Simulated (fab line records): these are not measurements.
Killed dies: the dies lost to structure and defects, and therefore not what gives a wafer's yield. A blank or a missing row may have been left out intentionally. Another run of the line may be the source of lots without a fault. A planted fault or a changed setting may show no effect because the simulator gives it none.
fab line records    flow n5_finfet
record lots=7  wafers=39
route steps=1938 shown DUMMY_GATE@228 MOL_CONTACT_COAG@559
start_h: the number of hours between the record's first day and the start of the first shown wafer of the lot    wait_h: hours elapsed since this lot's preceding step    " same as the row above    L1.1+2: a row that stands for several wafers    - no value, or no start given    * or withheld: withheld    < > ~ a bound
route shown NAME@n: a module of which the file shows steps, and the number in the route of the first    usual: mean/standard deviation taken from wafers without a fault    same: alike in all rows    chamber/n: place in a boat    sites: each site's reading    _std_site: the standard deviation of these    _edge_site: mean of outer sites minus mean of inner sites    radius_mm: for every site, how far away it sits from the centre of the wafer    mask NAME#n: copy n    behind: the most recent tool/chamber to have shaped the wafer    hold: the reason the lot was held/the length of the hold in hours/how it ended    device: whichever transistor did not switch (one of n, p or np)    end of line: the tests these same wafers got at the end of their route    where a step has no rows: the recipe by itself    killed: not the wafer's yield, but the dies lost to structure and defects at the first sort    map: dies across one wafer; x = killed, . = not, _ = none there
set.NAME: the setting the step ran with; set.NAME@STEP: the setting that earlier step ran with    model.NAME: the simulator's own value behind a step, which no gauge read
lots with deliberately changed settings; one table per step, one row per wafer
## steps
# step N5_DUMMY_GATE_EXPOSE_12
# recipe mask_id=GATE  na=0.33  source_shape=annular  sigma_inner=0.2  sigma_outer=0.6  polarization=unpolarized  target_cd_nm=25  dose_mj=34
lot.wafer   tool            chamber  start_h  wait_h  mask    set.dose_mj
L076.3+4+6  euv_scanner-02  0        59.44    -       GATE#0  34
L081.1+3+6  euv_scanner-01  0        90.38    -       GATE#0  33.15
L081.2+4+5  "               0        "        "       GATE#0  34
L084.1+4+5  euv_scanner-01  0        109.13   -       GATE#0  31.63
L084.2+3+6  "               0        "        "       GATE#0  34
L087.1+3+4  euv_scanner-01  0        127.06   -       GATE#0  35.73
L087.2+5+6  "               0        "        "       GATE#0  34
L091.1+2+3  euv_scanner-01  0        148.81   -       GATE#0  34
L091.4+5+6  "               0        "        "       GATE#0  35.89
L092.1+2+6  euv_scanner-01  0        155.41   -       GATE#0  34
L092.3+4+5  "               0        "        "       GATE#0  33.2
L096.1+2+3  euv_scanner-02  0        177.46   -       GATE#0  34
L096.4+5+6  "               0        "        "       GATE#0  35.96
# step N5_DUMMY_GATE_PEB_13
# recipe peb_temp_c=100  peb_time_s=60  resist=CAR-EUV
# step N5_DUMMY_GATE_DEVELOP_14
# recipe develop_time_s=30  developer=TMAH  resist=CAR-EUV  rinse_liquid=surfactant_rinse  dry=air_spin  dev_temp_c=23
# step N5_DUMMY_GATE_CD_MEAS_15
# recipe target_cd_nm=25.8  landing_energy_ev=500  detector=se_inlens
# usual cd_nm=24.94/0.22
lot.wafer  tool       chamber  start_h  wait_h  set.dose_mj@DUMMY_GATE_EXPOSE_12  cd_nm
L076.3     cd_sem-03  0        59.56    -       34                                24.62
L076.4     "          0        "        "       34                                24.62
L076.6     "          0        "        "       34                                24.72
L081.1     cd_sem-03  0        90.50    -       33.15                             25.55
L081.2     "          0        "        "       34                                24.98
L081.3     "          0        "        "       33.15                             25.29
L081.4     "          0        "        "       34                                24.66
L081.5     "          0        "        "       34                                25.16
L081.6     "          0        "        "       33.15                             25.40
L084.1     cd_sem-03  0        109.26   -       31.63                             26.39
L084.2     "          0        "        "       34                                25.23
L084.3     "          0        "        "       34                                24.85
L084.4     "          0        "        "       31.63                             26.35
L084.5     "          0        "        "       31.63                             26.48
L084.6     "          0        "        "       34                                25.00
L087.1     cd_sem-02  0        127.19   -       35.73                             24.33
L087.2     "          0        "        "       34                                25.45
L087.3     "          0        "        "       35.73                             24.29
L087.4     "          0        "        "       35.73                             24.11
L087.5     "          0        "        "       34                                24.68
L087.6     "          0        "        "       34                                25.47
L091.1     cd_sem-01  0        148.94   -       34                                24.84
L091.2     "          0        "        "       34                                24.80
L091.3     "          0        "        "       34                                24.80
L091.4     "          0        "        "       35.89                             24.13
L091.5     "          0        "        "       35.89                             23.82
L091.6     "          0        "        "       35.89                             23.48
L092.1     cd_sem-02  0        155.53   -       34                                24.78
L092.2     "          0        "        "       34                                24.72
L092.3     "          0        "        "       33.2                              25.16
L092.4     "          0        "        "       33.2                              25.20
L092.5     "          0        "        "       33.2                              25.11
L092.6     "          0        "        "       34                                25.08
L096.1     cd_sem-03  0        177.59   -       34                                24.57
L096.2     "          0        "        "       34                                25.17
L096.3     "          0        "        "       34                                24.90
L096.4     "          0        "        "       35.96                             23.98
L096.5     "          0        "        "       35.96                             24.12
L096.6     "          0        "        "       35.96                             24.18
# step N5_MOL_CONTACT_COAG_ALD_27
# recipe material=SiOC  target_thk_a=170  temp_c=400  ald_precursor_family=carbosiloxane  ald_co_reactant=H2-plasma  pulse_time_s=1.5  time_s=2720  purge_time_s=2  co_reactant_purge_time_s=2  ald_cycles=340  pressure_torr=2
lot.wafer   tool        chamber  start_h  wait_h  set.time_s  model.SiOC_of_MOL_CONTACT_COAG_ALD_27.thk_nm
L076.3      ald_sin-01  3        113.48   0.0     2720        17.2
L076.4+6    "           1,3      "        "       2720        17
L081.1+2+5  ald_sin-03  3,0,3    140.34   0.0     2720        17
L081.3+6    "           1,0      "        "       2323        14.6
L081.4      "           2        "        "       2323        14.4
L084.1+5+6  ald_sin-02  3,2,1    156.84   0.0     2185        13.8
L084.2+3    "           2,0      "        "       2720        17.2
L084.4      "           1        "        "       2720        17
L087.1+3+5  ald_sin-02  2,3,3    175.22   0.1     2358        14.6
L087.2+6    "           0        "        "       2720        17
L087.4      "           1        "        "       2720        16.8
L091.1+2+6  ald_sin-02  2,0,2    197.30   0.0     3332        17
L091.3      "           1        "        "       2720        16.8
L091.4+5    "           3,1      "        "       2720        17
L092.1      ald_sin-02  0        203.32   0.0     2720        17.2
L092.2+3+5  "           3,2,3    "        "       2268        14.2
L092.4+6    "           1,0      "        "       2720        17
L096.1+2+6  ald_sin-02  2,1,2    227.38   0.0     3121        17
L096.3+4    "           3,0      "        "       2720        17
L096.5      "           3        "        "       2720        16.8
## key
split step=N5_DUMMY_GATE_EXPOSE_12  setting=dose_mj  stated=34  by=wafer
response step=N5_DUMMY_GATE_CD_MEAS_15  reading=cd_nm  change=-0.176  per=1%  r=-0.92
split step=N5_MOL_CONTACT_COAG_ALD_27  setting=time_s  stated=2720  by=wafer
response step=N5_MOL_CONTACT_COAG_ALD_27  reading=model.SiOC_of_MOL_CONTACT_COAG_ALD_27.thk_nm  shape=bent  at_lowest=13.8  at_stated=17.01  at_highest=17
